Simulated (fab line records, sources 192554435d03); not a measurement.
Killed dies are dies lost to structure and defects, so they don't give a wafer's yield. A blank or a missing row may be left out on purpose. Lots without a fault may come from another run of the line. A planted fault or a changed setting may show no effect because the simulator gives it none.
Which tool did it? | flow n5_finfet | 8 lots, 24 wafers sampled, at 6 steps of a route of 1938

WHAT THE GAUGES READ, wafer by wafer
N5_BEOL_M4_RC_MEAS_101. Usual: DIBL_N 35.9 mV/V, standard deviation 1.4; DIBL_P 35.9 mV/V, standard deviation 1.7; IOFF_N 0.160 nA/um, standard deviation 0.026; IOFF_P 0.21 nA/um, standard deviation 0.036; ION_N 672 uA/um, standard deviation 11; ION_P 461 uA/um, standard deviation 8.1; SS_N 71.4 mV/dec, standard deviation 0.54; SS_P 73.2 mV/dec, standard deviation 0.67; VT_N 249.3 mV, standard deviation 2.7; VT_P -250 mV, standard deviation 3.9.
lot  | measured     | on        | DIBL_N (mV/V)  | DIBL_P (mV/V)  | IOFF_N (nA/um)    | IOFF_P (nA/um) | ION_N (uA/um) | ION_P (uA/um) | SS_N (mV/dec)  | SS_P (mV/dec)  | VT_N (mV)         | VT_P (mV)      | flag
L468 | day 9 16:41  | prober-01 | 36.4 36.4 35.4 | 34.8 35.9 34.2 | 0.153 0.160 0.147 | 0.20 0.23 0.20 | 671 677 670   | 464 474 465   | 71.4 71.3 70.6 | 73.4 73.2 72.6 | 250.6 248.7 249.6 | -250 -247 -246 |
L472 | day 10 16:13 | prober-01 | 35.7 32.5 36.7 | 36.3 31.9 37.0 | 0.153 0.104 0.161 | 0.19 0.14 0.20 | 676 658 663   | 455 448 452   | 70.7 70.6 71.4 | 74.0 72.7 74.8 | 248.6 258.3 250.6 | -255 -257 -255 |
L473 | day 11 10:02 | prober-02 | 38.3 35.8 36.1 | 39.4 36.3 36.8 | 0.204 0.158 0.169 | 0.25 0.20 0.21 | 676 686 687   | 464 466 463   | 72.0 71.6 71.7 | 73.9 72.9 72.5 | 243.8 248.7 245.5 | -250 -250 -251 |
L474 | day 11 10:28 | prober-01 | 37.2 33.9 36.1 | 37.7 32.7 35.5 | 0.182 0.125 0.163 | 0.26 0.18 0.21 | 679 672 674   | 476 458 461   | 71.4 71.0 71.4 | 73.8 72.8 73.1 | 245.9 253.8 249.0 | -247 -249 -250 |
L475 | day 11 14:25 | prober-01 | 35.7 35.4 36.0 | 36.0 35.7 36.0 | 0.171 0.163 0.169 | 0.24 0.23 0.24 | 692 673 684   | 476 466 470   | 71.6 71.1 72.0 | 72.6 72.9 72.7 | 245.1 247.9 247.9 | -247 -244 -246 |
L479 | day 12 12:24 | prober-01 | 37.8 34.7 37.3 | 38.4 34.8 38.4 | 0.207 0.137 0.178 | 0.23 0.18 0.23 | 679 658 672   | 458 456 459   | 72.8 71.4 72.2 | 73.4 72.3 74.3 | 246.9 250.4 245.6 | -248 -252 -248 |
L483 | day 13 21:41 | prober-01 | 36.2 35.4 34.2 | 37.0 37.1 34.5 | 0.186 0.171 0.136 | 0.23 0.22 0.18 | 670 690 660   | 458 465 451   | 72.1 71.6 71.1 | 73.9 74.4 72.8 | 245.1 248.0 251.7 | -248 -250 -253 |
L484 | day 14 04:16 | prober-02 | 36.1 35.0 38.2 | 36.2 35.4 39.4 | 0.149 0.136 0.190 | 0.18 0.17 0.24 | 665 678 675   | 456 459 462   | 71.0 70.9 71.5 | 72.9 73.7 74.2 | 252.6 253.1 249.5 | -253 -255 -248 |

WHICH TOOL RAN EACH LOT (tool, then ch and the chambers of the sampled wafers, then the start)
lot  | N5_FIN_SAQP_ETCH_57               | N5_FIN_SAQP_ETCH_67               | N5_FIN_SAQP_FIN_ETCH_36         | N5_FIN_CUT_COAT_29               | N5_FIN_CUT_ETCH_30
L468 | rie_diel-05 ch 0,1,3, day 3 19:53 | rie_diel-05 ch 0,1,3, day 3 20:37 | rie_si-01 ch 1,2, day 3 21:58   | litho_track-02 ch 0, day 3 22:15 | rie_diel-02 ch 1,2, day 3 22:48
L472 | rie_diel-01 ch 1,2, day 4 20:12   | rie_diel-05 ch 2,3, day 4 21:04   | rie_si-06 ch 0,2,3, day 4 22:13 | litho_track-02 ch 0, day 4 22:30 | rie_diel-04 ch 0,1,3, day 4 23:03
L473 | rie_diel-05 ch 2,3, day 5 02:04   | rie_diel-05 ch 0,1,2, day 5 02:52 | rie_si-06 ch 0,1, day 5 04:14   | litho_track-02 ch 0, day 5 04:31 | rie_diel-04 ch 1,2,3, day 5 05:04
L474 | rie_diel-06 ch 0,1,3, day 5 07:49 | rie_diel-05 ch 0,2, day 5 08:33   | rie_si-04 ch 1,2,3, day 5 09:43 | litho_track-02 ch 0, day 5 10:00 | rie_diel-03 ch 0,2,3, day 5 10:25
L475 | rie_diel-06 ch 1,2,3, day 5 12:29 | rie_diel-06 ch 0,1,3, day 5 13:23 | rie_si-01 ch 1,2,3, day 5 14:36 | litho_track-02 ch 0, day 5 14:55 | rie_diel-02 ch 0,1,3, day 5 15:36
L479 | rie_diel-01 ch 1,2,3, day 6 11:53 | rie_diel-01 ch 1,2,3, day 6 12:56 | rie_si-06 ch 0,1,3, day 6 14:20 | litho_track-05 ch 0, day 6 14:37 | rie_diel-03 ch 0,1,3, day 6 15:03
L483 | rie_diel-05 ch 0,2, day 7 12:19   | rie_diel-01 ch 0,2, day 7 13:09   | rie_si-01 ch 1,3, day 7 14:22   | litho_track-05 ch 0, day 7 14:38 | rie_diel-02 ch 0,3, day 7 15:21
L484 | rie_diel-05 ch 1,3, day 7 17:38   | rie_diel-01 ch 0,1,3, day 7 18:24 | rie_si-04 ch 0,2, day 7 19:40   | litho_track-05 ch 0, day 7 19:58 | rie_diel-02 ch 0,3, day 7 20:31
- N5_FIN_SAQP_ETCH_57: etches SiNx in CH3F/O2, target depth 32.5 nm, time 46.4 s.
- N5_FIN_SAQP_ETCH_67: etches SiNx in CH3F/O2, target depth 30 nm.
- N5_FIN_SAQP_FIN_ETCH_36: etches the open film in HBr/Cl2/O2, target depth 120 nm, time 50.4 s.
- N5_FIN_CUT_COAT_29: time 60 s, resist thk 10 nm.
- N5_FIN_CUT_ETCH_30: etches underlayer in N2/H2, target depth 13 nm, time 10.4 s.

WHAT THE TOOLS THEMSELVES READ (means of the sampled wafers that have a number; where no wafer has one, the mark that the record gives instead)
N5_FIN_SAQP_ETCH_57. Usual: drypump_motor_current_A 5.7 A, standard deviation 0.48; etch_rf_on_time_s 46.8 s, standard deviation 0.92; mfc_ar_sccm 150.0 sccm, standard deviation 0.49; oes_product_au 0.64 a.u., standard deviation 0.053; rf_vpp_V 296 V, standard deviation 4.6; showerhead_plenum_p_Torr 1.97 Torr, standard deviation 0.081; throttle_valve_pct 16.43 %, standard deviation 0.17.
lot  | tool        | drypump_motor_current_A (A) | etch_rf_on_time_s (s) | mfc_ar_sccm (sccm) | oes_product_au (a.u.) | rf_vpp_V (V) | showerhead_plenum_p_Torr (Torr) | throttle_valve_pct (%) | flag
L468 | rie_diel-05 | 5.7                         | 46.8                  | 149.6              | 0.64                  | 292          | 1.92                            | 16.54                  |
L472 | rie_diel-01 | 6.2                         | 46.9                  | 150.5              | 0.62                  | 293          | 2.01                            | 16.44                  |
L473 | rie_diel-05 | 5.3                         | 47.2                  | 149.9              | 0.62                  | 294          | 1.97                            | 16.40                  |
L474 | rie_diel-06 | 5.8                         | 48.1                  | 149.9              | 0.67                  | 299          | 2.06                            | 16.44                  |
L475 | rie_diel-06 | 5.7                         | 46.0                  | 150.2              | 0.64                  | 301          | 2.00                            | 16.44                  |
L479 | rie_diel-01 | 5.9                         | 47.3                  | 149.8              | 0.61                  | 296          | 2.01                            | 16.41                  |
L483 | rie_diel-05 | 5.4                         | 47.4                  | 150.0              | 0.63                  | 296          | 1.86                            | 16.55                  |
L484 | rie_diel-05 | 6.1                         | 46.1                  | 150.3              | 0.77                  | 294          | 2.10                            | 16.38                  |

N5_FIN_SAQP_ETCH_67. Usual: drypump_motor_current_A 5.7 A, standard deviation 0.46; mfc_ar_sccm 149.9 sccm, standard deviation 0.47; oes_product_au 0.75 a.u., standard deviation 0.045; rf_vpp_V 296 V, standard deviation 4.6; showerhead_plenum_p_Torr 1.97 Torr, standard deviation 0.08; throttle_valve_pct 16.46 %, standard deviation 0.17.
lot  | tool        | drypump_motor_current_A (A) | mfc_ar_sccm (sccm) | oes_product_au (a.u.) | rf_vpp_V (V) | showerhead_plenum_p_Torr (Torr) | throttle_valve_pct (%) | flag
L468 | rie_diel-05 | 5.7                         | 149.9              | 0.74                  | 292          | 1.92                            | 16.57                  |
L472 | rie_diel-05 | 5.3                         | 150.0              | 0.71                  | 299          | 1.94                            | 16.44                  |
L473 | rie_diel-05 | 5.8                         | 150.4              | 0.73                  | 295          | 1.89                            | 16.60                  |
L474 | rie_diel-05 | 5.4                         | 149.6              | 0.73                  | 299          | 1.89                            | 16.49                  |
L475 | rie_diel-06 | 5.8                         | 150.0              | 0.78                  | 298          | 2.06                            | 16.46                  |
L479 | rie_diel-01 | 5.9                         | 150.1              | 0.71                  | 296          | 2.01                            | 16.43                  |
L483 | rie_diel-01 | 6.0                         | 150.3              | 0.73                  | 297          | 2.05                            | 16.29                  |
L484 | rie_diel-01 | 5.6                         | 149.9              | 0.74                  | 295          | 2.00                            | 16.37                  |

N5_FIN_SAQP_FIN_ETCH_36. Usual: drypump_motor_current_A 5.6 A, standard deviation 0.39; oes_product_au 1.004 a.u., standard deviation 0.024; throttle_valve_pct 36.1 %, standard deviation 0.31.
lot  | tool      | drypump_motor_current_A (A) | oes_product_au (a.u.) | throttle_valve_pct (%) | flag
L468 | rie_si-01 | 5.2                         | 1.018                 | 36.1                   |
L472 | rie_si-06 | 5.6                         | 1.000                 | 36.2                   |
L473 | rie_si-06 | 5.8                         | 0.989                 | 36.1                   |
L474 | rie_si-04 | 5.5                         | 1.005                 | 36.0                   |
L475 | rie_si-01 | 5.3                         | 0.996                 | 36.2                   |
L479 | rie_si-06 | 5.7                         | 1.001                 | 36.4                   |
L483 | rie_si-01 | 5.4                         | 0.977                 | 36.2                   |
L484 | rie_si-04 | 5.6                         | 1.040                 | 36.0                   |

N5_FIN_CUT_COAT_29. Usual: spin_speed_rpm 1500.2 rpm, standard deviation 0.99.
lot  | tool           | spin_speed_rpm (rpm) | flag
L468 | litho_track-02 | 1499.1               |
L472 | litho_track-02 | 1500.9               |
L473 | litho_track-02 | 1709.5               | OFF
L474 | litho_track-02 | 1709.5               | OFF
L475 | litho_track-02 | 1709.2               | OFF
L479 | litho_track-05 | 1499.2               |
L483 | litho_track-05 | 1499.2               |
L484 | litho_track-05 | 1500.2               |

N5_FIN_CUT_ETCH_30. Usual: drypump_motor_current_A 5.8 A, standard deviation 0.54; etch_rf_on_time_s 10.36 s, standard deviation 0.22; oes_product_au 0.68 a.u., standard deviation 0.078; rf_vpp_V 525.0 V, standard deviation 2.2; showerhead_plenum_p_Torr 2.59 Torr, standard deviation 0.08; throttle_valve_pct 17.80 %, standard deviation 0.25.
lot  | tool        | drypump_motor_current_A (A) | etch_rf_on_time_s (s) | oes_product_au (a.u.) | rf_vpp_V (V) | showerhead_plenum_p_Torr (Torr) | throttle_valve_pct (%) | flag
L468 | rie_diel-02 | 6.2                         | 10.45                 | 0.66                  | 525.8        | 2.61                            | 17.74                  |
L472 | rie_diel-04 | 5.9                         | 10.40                 | 0.63                  | 524.9        | 2.60                            | 17.77                  |
L473 | rie_diel-04 | 5.9                         | 9.67                  | 0.64                  | 527.4        | 2.64                            | 17.77                  | OFF
L474 | rie_diel-03 | 5.5                         | 9.93                  | 0.72                  | 526.3        | 2.61                            | 17.74                  |
L475 | rie_diel-02 | 5.7                         | 9.56                  | 0.73                  | 525.5        | 2.61                            | 17.76                  | OFF
L479 | rie_diel-03 | 5.9                         | 10.58                 | 0.69                  | 524.1        | 2.56                            | 17.78                  |
L483 | rie_diel-02 | 6.1                         | 10.18                 | 0.73                  | 527.1        | 2.65                            | 17.86                  |
L484 | rie_diel-02 | 6.1                         | 10.18                 | 0.74                  | 526.2        | 2.65                            | 17.87                  |

THE ANSWER, worked out from the rows above alone
Rule: a lot is off if the mean of its wafers that have a number lies more than 3 standard deviations from the usual mean. A lot without any number at a reading at which 4 lots or more have one is off too. The other lots that the step has rows for count as sound. The gauges are gone through in route order, then the tools' own readings, and for those a lot's mean is taken as printed above. The first step at which some lot is off is used, and at that step the reading that is off furthest; a lot without a number counts as furthest.
Off: L473, L474, L475, at N5_FIN_CUT_COAT_29 (spin_speed_rpm).
A tool fits if, at that step or a process step before it, it ran every lot that is off, and no sound lot after the first of them. One fits: litho_track-02 at N5_FIN_CUT_COAT_29. Its last sound lot is L472 (day 4 22:30), its first lot that is off L473 (day 5 04:31): a fault that began between those two fits.
The tool's own readings at N5_FIN_CUT_COAT_29 bear it out: on the lots that are off they differ by more than 5 times the standard deviation of the sound lots' means. spin_speed_rpm reads 1709.4 rpm there against 1499.7 rpm on the sound lots.

WHAT THE SIMULATOR HAD PUT IN
Process parameter drift: litho_track-02, from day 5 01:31 on, at N5_FIN_CUT_COAT_29. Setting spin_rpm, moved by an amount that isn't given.
Lots struck among those shown: L473, L474, L475. The rule above found the same.
